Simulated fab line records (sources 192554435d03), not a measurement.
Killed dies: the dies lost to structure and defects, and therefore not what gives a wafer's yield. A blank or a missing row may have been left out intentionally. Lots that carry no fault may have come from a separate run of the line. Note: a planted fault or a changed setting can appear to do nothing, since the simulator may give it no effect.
What tool caused it?	flow n5_finfet	Sampling: 22 lots, 66 wafers, 4 of 1938 route steps

WHAT THE GAUGES READ, wafer by wafer
N5_BEOL_M3_CD_MEAS_35: target cd 18 nm, target cd y 21 nm. Usual: 17.97 nm for cd_nm, sd 0.29.
lot	measured	on	cd_nm (nm)	flag
L074	day 8 08:39	cd_sem-02	18.00 18.41 17.61	
L075	day 8 08:40	cd_sem-03	17.87 17.86 18.04	
L076	day 8 12:30	cd_sem-02	18.06 17.95 18.08	
L079	day 8 16:46	cd_sem-02	17.84 18.39 18.14	
L078	day 8 22:22	cd_sem-01	18.30 18.07 18.09	
L081	day 9 14:43	cd_sem-03	18.24 17.62 18.31	
L080	day 9 22:45	cd_sem-01	18.18 18.51 18.15	
L083	day 10 06:27	cd_sem-03	18.11 18.20 18.04	
L082	day 11 01:21	cd_sem-01	18.40 18.24 18.01	
L085	day 11 06:35	cd_sem-03	17.74 18.38 18.50	
L086	day 11 10:25	cd_sem-03	18.05 17.63 17.69	
L087	day 11 11:21	cd_sem-03	17.92 17.91 18.03	
L089	day 11 16:08	cd_sem-02	17.71 18.02 17.50	
L088	day 12 01:08	cd_sem-02	17.97 18.60 18.03	
L090	day 12 05:23	cd_sem-01	17.69 17.97 17.76	
L091	day 12 10:45	cd_sem-03	18.14 17.81 18.03	
L092	day 12 21:30	cd_sem-01	17.98 17.64 17.90	
L093	day 12 21:28	cd_sem-01	18.19 18.22 18.45	
L094	day 13 02:30	cd_sem-02	17.98 17.65 18.10	
L095	day 14 11:05	cd_sem-01	18.10 17.87 17.48	
L096	day 14 16:17	cd_sem-03	17.90 18.58 18.23	
L097	day 14 21:17	cd_sem-01	18.14 17.29 18.08	

TOOL THAT RAN EACH LOT (tool first, then ch and the chambers of the sampled wafers, then the start)
lot	N5_BEOL_M3_STRIP_19	N5_BEOL_M3_STRIP_36	N5_BEOL_M3_STRIP_97
L074	rie_diel-06 ch 0,1, day 7 12:10	rie_diel-05 ch 0,1,2, day 8 08:17	rie_diel-05 ch 0,1,2, day 8 08:39 or earlier
L075	rie_diel-06 ch 0,3, day 7 16:18	rie_diel-02 ch 0,1,2, day 8 08:19	rie_diel-02 ch 0,1,2, day 8 08:40 or earlier
L076	rie_diel-05 ch 0,3, day 7 17:56	rie_diel-06 ch 1,3, day 8 12:09	rie_diel-06 ch 1,3, day 8 12:30 or earlier
L079	rie_diel-05 ch 0,1, day 8 09:27	rie_diel-02 ch 0,1,2, day 8 16:26	rie_diel-02 ch 0,1,2, day 8 16:46 or earlier
L078	rie_diel-05 ch 1,2,3, day 8 17:37	rie_diel-05 ch 1,2,3, day 8 22:01	rie_diel-05 ch 1,2,3, day 8 22:22 or earlier
L081	rie_diel-05 ch 1,3, day 9 10:20	rie_diel-02 ch 1,3, day 9 14:17	rie_diel-02 ch 1,3, day 9 14:43 or earlier
L080	rie_diel-06 ch 0,2, day 9 14:48	rie_diel-02 ch 1,2, day 9 22:24	rie_diel-02 ch 1,2, day 9 22:45 or earlier
L083	rie_diel-02 ch 0,2, day 9 15:04	rie_diel-02 ch 0,1,3, day 10 06:06	rie_diel-02 ch 0,1,3, day 10 06:27 or earlier
L082	rie_diel-06 ch 1,2, day 10 11:00	rie_diel-05 ch 0,2,3, day 11 01:01	rie_diel-05 ch 0,2,3, day 11 01:21 or earlier
L085	rie_diel-02 ch 1,2,3, day 10 17:29	rie_diel-06 ch 0,1,3, day 11 06:15	rie_diel-06 ch 0,1,3, day 11 06:35 or earlier
L086	rie_diel-06 ch 0,1, day 10 17:59	rie_diel-02 ch 1,2, day 11 10:04	rie_diel-02 ch 1,2, day 11 10:25 or earlier
L087	rie_diel-05 ch 0,1,2, day 10 18:10	rie_diel-06 ch 0,1,3, day 11 11:01	rie_diel-06 ch 0,1,3, day 11 11:21 or earlier
L089	rie_diel-02 ch 0,1,2, day 11 02:25	rie_diel-05 ch 0,1,3, day 11 15:47	rie_diel-05 ch 0,1,3, day 11 16:08 or earlier
L088	rie_diel-02 ch 0,1,2, day 11 08:21	rie_diel-02 ch 0,1,3, day 12 00:47	rie_diel-02 ch 0,1,3, day 12 01:08 or earlier
L090	rie_diel-06 ch 0,3, day 11 15:58	rie_diel-06 ch 0,1,3, day 12 05:02	rie_diel-06 ch 0,1,3, day 12 05:23 or earlier
L091	rie_diel-06 ch 0,3, day 11 16:19	rie_diel-02 ch 0,1,2, day 12 10:23	rie_diel-02 ch 0,1,2, day 12 10:45 or earlier
L092	rie_diel-02 ch 0,2,3, day 12 11:40	rie_diel-05 ch 0,1, day 12 21:09	rie_diel-05 ch 0,1, day 12 21:30 or earlier
L093	rie_diel-06 ch 2,3, day 12 12:44	rie_diel-02 ch 0,1,3, day 12 21:07	rie_diel-02 ch 0,1,3, day 12 21:28 or earlier
L094	rie_diel-02 ch 0,1,3, day 12 19:34	rie_diel-05 ch 1,3, day 13 02:09	rie_diel-05 ch 1,3, day 13 02:30 or earlier
L095	rie_diel-05 ch 1,2,3, day 13 11:41	rie_diel-06 ch 1,2, day 14 10:43	rie_diel-06 ch 1,2, day 14 11:05 or earlier
L096	rie_diel-05 ch 0,1,3, day 13 19:10	rie_diel-05 ch 1,2, day 14 15:57	rie_diel-05 ch 1,2, day 14 16:17 or earlier
L097	rie_diel-02 ch 1,2, day 14 04:28	rie_diel-06 ch 0,2, day 14 20:56	rie_diel-06 ch 0,2, day 14 21:17 or earlier
- N5_BEOL_M3_STRIP_19: strips in O2.
- N5_BEOL_M3_STRIP_36: strips in N2/H2.
- N5_BEOL_M3_STRIP_97: strips in N2/H2, time 10 s.

WHAT THE TOOLS THEMSELVES READ (means of the sampled wafers that have a number; where no wafer has one, the mark that the record gives instead)
N5_BEOL_M3_STRIP_19. Usual: chamber_pressure_mTorr 30.00 mTorr, standard deviation 0.038; drypump_motor_current_A 5.8 A, standard deviation 0.53; oes_product_au 0.78 a.u., standard deviation 0.059; rf_vpp_V 3.7 V, standard deviation 0.38; showerhead_plenum_p_Torr 2.10 Torr, standard deviation 0.068; throttle_valve_pct 16.58 %, standard deviation 0.17.
lot	tool	chamber_pressure_mTorr (mTorr)	drypump_motor_current_A (A)	oes_product_au (a.u.)	rf_vpp_V (V)	showerhead_plenum_p_Torr (Torr)	throttle_valve_pct (%)	flag
L074	rie_diel-06	30.00	5.9	0.75	3.8	2.06	16.56	
L075	rie_diel-06	30.11	6.0	0.77	3.7	2.05	16.72	
L076	rie_diel-05	29.99	5.3	0.76	3.9	2.19	16.49	
L079	rie_diel-05	29.98	5.7	0.76	3.8	2.13	16.48	
L078	rie_diel-05	30.03	5.7	0.81	3.7	2.12	16.45	
L081	rie_diel-05	30.01	5.9	0.75	3.5	2.13	16.47	
L080	rie_diel-06	30.01	6.5	0.70	3.3	2.07	16.82	
L083	rie_diel-02	29.98	6.0	0.81	4.0	2.13	16.59	
L082	rie_diel-06	29.98	6.1	0.73	3.5	2.06	16.85	
L085	rie_diel-02	30.01	5.8	0.83	3.8	2.13	16.55	
L086	rie_diel-06	29.98	5.5	0.77	3.5	2.05	16.63	
L087	rie_diel-05	30.00	5.4	0.79	3.8	2.10	16.49	
L089	rie_diel-02	30.00	6.1	0.82	3.7	2.16	16.57	
L088	rie_diel-02	30.03	6.1	0.82	4.0	2.16	16.57	
L090	rie_diel-06	29.98	6.1	0.72	3.5	2.05	16.69	
L091	rie_diel-06	30.02	5.9	0.75	3.7	2.04	16.77	
L092	rie_diel-02	30.02	5.5	0.79	3.5	2.09	16.51	
L093	rie_diel-06	30.01	6.1	0.84	3.7	2.03	16.76	
L094	rie_diel-02	30.02	5.6	0.81	3.8	2.12	16.46	
L095	rie_diel-05	30.03	5.7	0.77	3.9	2.11	16.49	
L096	rie_diel-05	30.00	5.6	0.73	3.4	2.15	16.53	
L097	rie_diel-02	29.98	6.2	0.79	3.6	2.16	16.73	

N5_BEOL_M3_STRIP_36. Usual: chamber_pressure_mTorr 20.00 mTorr (standard deviation 0.031); drypump_motor_current_A 5.7 A (standard deviation 0.53); h2_flow_sccm 200.0 sccm (standard deviation 0.6); oes_product_au 0.80 a.u. (standard deviation 0.06); rf_vpp_V 59.1 V (standard deviation 1.4); showerhead_plenum_p_Torr 2.55 Torr (standard deviation 0.083); throttle_valve_pct 23.46 % (standard deviation 0.25).
lot	tool	chamber_pressure_mTorr (mTorr)	drypump_motor_current_A (A)	h2_flow_sccm (sccm)	oes_product_au (a.u.)	rf_vpp_V (V)	showerhead_plenum_p_Torr (Torr)	throttle_valve_pct (%)	flag
L074	rie_diel-05	20.00	5.4	200.4	0.81	58.4	2.56	23.30	
L075	rie_diel-02	19.99	6.1	199.9	0.85	59.7	2.61	23.46	
L076	rie_diel-06	20.02	5.6	199.7	0.81	57.8	2.45	23.65	
L079	rie_diel-02	20.02	6.1	200.2	0.84	59.0	2.61	23.46	
L078	rie_diel-05	19.99	5.7	200.1	0.80	59.0	2.55	23.28	
L081	rie_diel-02	20.00	5.8	200.7	0.86	60.9	2.62	23.60	
L080	rie_diel-02	19.99	6.3	199.7	0.85	59.7	2.65	23.70	
L083	rie_diel-02	19.98	5.6	200.0	0.83	59.5	2.57	23.40	
L082	rie_diel-05	20.00	5.4	199.7	0.79	58.9	2.59	23.37	
L085	rie_diel-06	20.02	5.7	199.9	0.76	58.3	2.47	23.65	
L086	rie_diel-02	19.99	6.2	199.2	0.82	59.9	2.61	23.68	
L087	rie_diel-06	20.03	5.7	200.3	0.75	58.5	2.47	23.65	
L089	rie_diel-05	20.01	5.6	199.7	0.74	59.6	2.60	23.21	
L088	rie_diel-02	20.02	5.6	200.5	0.83	60.6	2.57	23.38	
L090	rie_diel-06	19.98	5.7	199.9	0.75	60.5	2.47	23.66	
L091	rie_diel-02	20.02	6.1	200.3	0.81	59.3	2.60	23.49	
L092	rie_diel-05	20.00	5.7	199.3	0.74	58.2	2.55	23.16	
L093	rie_diel-02	20.00	5.7	200.1	0.81	59.1	2.57	23.39	
L094	rie_diel-05	19.98	5.9	199.7	0.72	58.5	2.60	23.20	
L095	rie_diel-06	19.98	6.1	200.1	0.87	57.4	2.47	23.54	
L096	rie_diel-05	20.03	5.8	199.6	0.76	58.0	2.50	23.27	
L097	rie_diel-06	20.00	6.3	199.7	0.93	59.3	2.49	23.39	

N5_BEOL_M3_STRIP_97. Usual: chamber_pressure_mTorr 20.002 mTorr (standard deviation 0.019); drypump_motor_current_A 5.7 A (standard deviation 0.53); h2_flow_sccm 200.0 sccm (standard deviation 0.67); oes_product_au 0.80 a.u. (standard deviation 0.061); rf_vpp_V 59.2 V (standard deviation 0.84); showerhead_plenum_p_Torr 2.55 Torr (standard deviation 0.083); throttle_valve_pct 23.46 % (standard deviation 0.25).
lot	tool	chamber_pressure_mTorr (mTorr)	drypump_motor_current_A (A)	h2_flow_sccm (sccm)	oes_product_au (a.u.)	rf_vpp_V (V)	showerhead_plenum_p_Torr (Torr)	throttle_valve_pct (%)	flag
L074	rie_diel-05	20.002	5.4	199.9	0.82	59.2	2.56	23.29	
L075	rie_diel-02	20.012	6.1	199.9	0.85	59.2	2.61	23.46	
L076	rie_diel-06	20.021	5.7	200.4	0.81	58.4	2.45	23.67	
L079	rie_diel-02	19.992	6.1	199.8	0.85	58.9	2.61	23.47	
L078	rie_diel-05	19.993	5.7	200.3	0.80	59.6	2.55	23.26	
L081	rie_diel-02	19.993	5.8	200.3	0.86	58.8	2.62	23.59	
L080	rie_diel-02	19.983	6.3	199.9	0.85	59.2	2.65	23.70	
L083	rie_diel-02	20.001	5.6	199.7	0.83	59.7	2.57	23.37	
L082	rie_diel-05	19.999	5.4	200.3	0.78	59.8	2.59	23.37	
L085	rie_diel-06	20.014	5.7	200.0	0.75	58.8	2.47	23.64	
L086	rie_diel-02	20.025	6.2	199.8	0.82	58.8	2.61	23.70	
L087	rie_diel-06	19.991	5.8	199.6	0.76	58.9	2.47	23.65	
L089	rie_diel-05	20.000	5.6	200.4	0.74	59.3	2.60	23.21	
L088	rie_diel-02	19.994	5.6	200.0	0.82	59.5	2.57	23.38	
L090	rie_diel-06	20.016	5.7	200.0	0.74	59.2	2.47	23.66	
L091	rie_diel-02	19.989	6.1	199.8	0.82	59.5	2.60	23.50	
L092	rie_diel-05	20.000	5.7	199.9	0.73	59.4	2.55	23.16	
L093	rie_diel-02	19.998	5.7	199.7	0.81	59.5	2.57	23.40	
L094	rie_diel-05	19.998	5.9	199.9	0.72	59.9	2.60	23.18	
L095	rie_diel-06	19.996	6.1	200.4	0.88	58.8	2.47	23.54	
L096	rie_diel-05	20.000	5.8	199.9	0.77	58.9	2.50	23.26	
L097	rie_diel-06	19.996	6.3	199.9	0.95	59.3	2.49	23.39	

THE ANSWER, worked out from the rows above alone
Rule: take the mean of a lot's wafers that have a number; if it is more than 3 standard deviations from the usual mean, the lot is off. A lot without any number at a reading at which 4 lots or more have one is off too. Any other lot the step has rows for is counted as sound. The gauges are gone through in route order, then the tools' own readings, and for those a lot's mean is taken as printed above. At the first step where some lot is off, the reading lying furthest off is the one used; lots without a number count as furthest.
No lot is off on any of the readings shown, so nothing can be concluded from this.

WHAT WAS PUT IN BY THE SIMULATOR
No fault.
